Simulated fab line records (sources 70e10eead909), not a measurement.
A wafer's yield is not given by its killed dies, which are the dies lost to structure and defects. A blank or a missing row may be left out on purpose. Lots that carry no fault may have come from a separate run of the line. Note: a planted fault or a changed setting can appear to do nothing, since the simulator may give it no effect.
What tool caused it? | flow nand-harc | 6 lots, 18 wafers sampled, at 2 steps of a route of 1302

WHAT THE GAUGES SHOWED, per wafer
NHARC_A_ONON_D2_THK_MEAS_24: measures by ellipsometry.
lot  | measured     | on            | thk-nm (nm)
L588 | day 13 16:49 | film-metro-01 | 1020 1020 1021
L592 | day 15 00:20 | film-metro-02 | 1021 1021 1020
L595 | day 15 21:59 | film-metro-02 | 1701 1699 1701
L604 | day 19 23:01 | film-metro-01 | 1006 1004 1005
L608 | day 21 13:23 | film-metro-02 | 996 997 996
L609 | day 22 01:31 | film-metro-01 | 1018 1016 1014

WHICH TOOL RAN EACH LOT (tool, then ch and the chambers of the sampled wafers, then the start)
lot  | NHARC_A_ONON_D2_DEP_22
L588 | pecvd-onon-03 ch 0, day 13 16:29
L592 | pecvd-onon-01 ch 0, day 14 23:56
L595 | pecvd-onon-04 ch 0, day 15 21:29
L604 | pecvd-onon-04 ch 0, day 19 22:33
L608 | pecvd-onon-03 ch 0, day 21 12:52
L609 | pecvd-onon-01 ch 0, day 22 01:01
- NHARC_A_ONON_D2_DEP_22: target thk 1000 nm.

THE ANSWER, worked out from the rows above alone
Rule: the lots themselves supply what counts as usual. Put in order of their means at a reading, lots are off if they are a third of the lots or fewer, leave a main group of 4 or more, and stand apart from it by a gap of 3 or more times the standard deviation of the main group's means; of several such gaps the widest counts. The tables above print the reading to a certain number of digits; a main group whose means all agree to those digits is not used. Also off: a lot with no number at a reading for which 4 or more lots have one. The other lots that the step has rows for count as sound.
Off: L595, at NHARC_A_ONON_D2_THK_MEAS_24 (thk-nm). For the main group the mean is 1012 nm and the standard deviation 9.5.
A tool fits if, at a process step before that reading, it ran every lot that is off, and no sound lot after the first of them. Those tools and the gauges at NHARC_A_ONON_D2_THK_MEAS_24 are tried in the same way. None of those tried fits.

WHAT THE SIMULATOR PUT IN
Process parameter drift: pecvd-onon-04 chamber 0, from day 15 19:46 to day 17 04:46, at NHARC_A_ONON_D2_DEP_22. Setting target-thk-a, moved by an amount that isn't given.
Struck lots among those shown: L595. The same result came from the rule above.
